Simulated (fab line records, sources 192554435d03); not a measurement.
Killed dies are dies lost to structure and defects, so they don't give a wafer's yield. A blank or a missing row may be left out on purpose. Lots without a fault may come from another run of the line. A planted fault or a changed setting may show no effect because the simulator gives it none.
Which tool did it? | flow n5_finfet | 10 lots, 30 wafers sampled, at 4 steps of a route of 1938

WHAT THE GAUGES READ, wafer by wafer
N5_FIN_SAQP_OVL_MEAS_17.
lot  | measured    | on         | FIN_CORE_OVL (nm)
L528 | day 2 10:55 | overlay-01 | -0.2 -0.9 -0.4
L529 | day 2 16:07 | overlay-01 | 1.5 0.6 -0.1
L530 | day 2 21:50 | overlay-02 | -0.3 0.0 -0.1
L533 | day 3 15:37 | overlay-02 | 0.7 0.7 0.0
L534 | day 4 00:02 | overlay-02 | -1.1 0.7 1.3
L539 | day 5 05:49 | overlay-02 | -0.4 0.8 -0.6
L540 | day 5 09:34 | overlay-01 | -0.2 -0.7 0.6
L547 | day 7 03:40 | overlay-01 | 0.8 0.1 0.2
L548 | day 7 09:52 | overlay-02 | 0.6 0.2 1.5
L549 | day 7 16:21 | overlay-01 | 0.8 0.7 -0.3

WHICH TOOL RAN EACH LOT (tool, then ch and the chambers of the sampled wafers, then the start)
lot  | N5_PMOS_HMC_CHANNEL_EPI_ETCH_38 | N5_FIN_SAQP_PECVD_47           | N5_FIN_SAQP_COAT_10
L528 | rie_si-01 ch 0,1,3, day 2 06:27 | pecvd-03 ch 1,2, day 2 10:22   | litho_track-03 ch 0, day 2 10:38
L529 | rie_si-01 ch 0,1,2, day 2 12:01 | pecvd-03 ch 0,1,2, day 2 15:25 | litho_track-03 ch 0, day 2 15:42
L530 | rie_si-01 ch 0,1,2, day 2 18:08 | pecvd-03 ch 0,2, day 2 21:10   | litho_track-03 ch 0, day 2 21:33
L533 | rie_si-04 ch 1,3, day 3 11:57   | pecvd-02 ch 1,2, day 3 14:55   | litho_track-02 ch 0, day 3 15:13
L534 | rie_si-04 ch 2,3, day 3 19:21   | pecvd-02 ch 1,2, day 3 23:15   | litho_track-03 ch 0, day 3 23:38
L539 | rie_si-06 ch 0,3, day 4 23:21   | pecvd-04 ch 0,1,2, day 5 05:15 | litho_track-02 ch 0, day 5 05:32
L540 | rie_si-04 ch 0,1,3, day 5 05:58 | pecvd-02 ch 0,1,2, day 5 08:59 | litho_track-05 ch 0, day 5 09:17
L547 | rie_si-06 ch 1,2,3, day 7 00:07 | pecvd-04 ch 0,2, day 7 03:06   | litho_track-02 ch 0, day 7 03:23
L548 | rie_si-04 ch 0,1, day 7 05:41   | pecvd-04 ch 0,1,2, day 7 09:11 | litho_track-03 ch 0, day 7 09:28
L549 | rie_si-01 ch 1,3, day 7 11:59   | pecvd-04 ch 0,2, day 7 15:40   | litho_track-02 ch 0, day 7 15:56
- N5_PMOS_HMC_CHANNEL_EPI_ETCH_38: etches SiO2 in CF4, target depth 1.5 nm.
- N5_FIN_SAQP_PECVD_47: deposits a-Si from SiH4/He, target thk 45 nm, time 36.3 s.
- N5_FIN_SAQP_COAT_10: resist thk 90 nm.

THE ANSWER, worked out from the rows above alone
Rule: what is usual is taken from the lots themselves. Put in order of their means at a reading, lots are off if they are a third of the lots or fewer, leave a main group of 4 or more, and stand apart from it by a gap of 3 or more times the standard deviation of the main group's means; of several such gaps the widest counts. A main group whose means are all the same, to the digits that the tables above print for the reading, isn't used. A lot without any number at a reading at which 4 lots or more have one is off too. The other lots that the step has rows for count as sound.
No lot is off at any reading shown: from this, nothing can be told.

WHAT THE SIMULATOR HAD PUT IN
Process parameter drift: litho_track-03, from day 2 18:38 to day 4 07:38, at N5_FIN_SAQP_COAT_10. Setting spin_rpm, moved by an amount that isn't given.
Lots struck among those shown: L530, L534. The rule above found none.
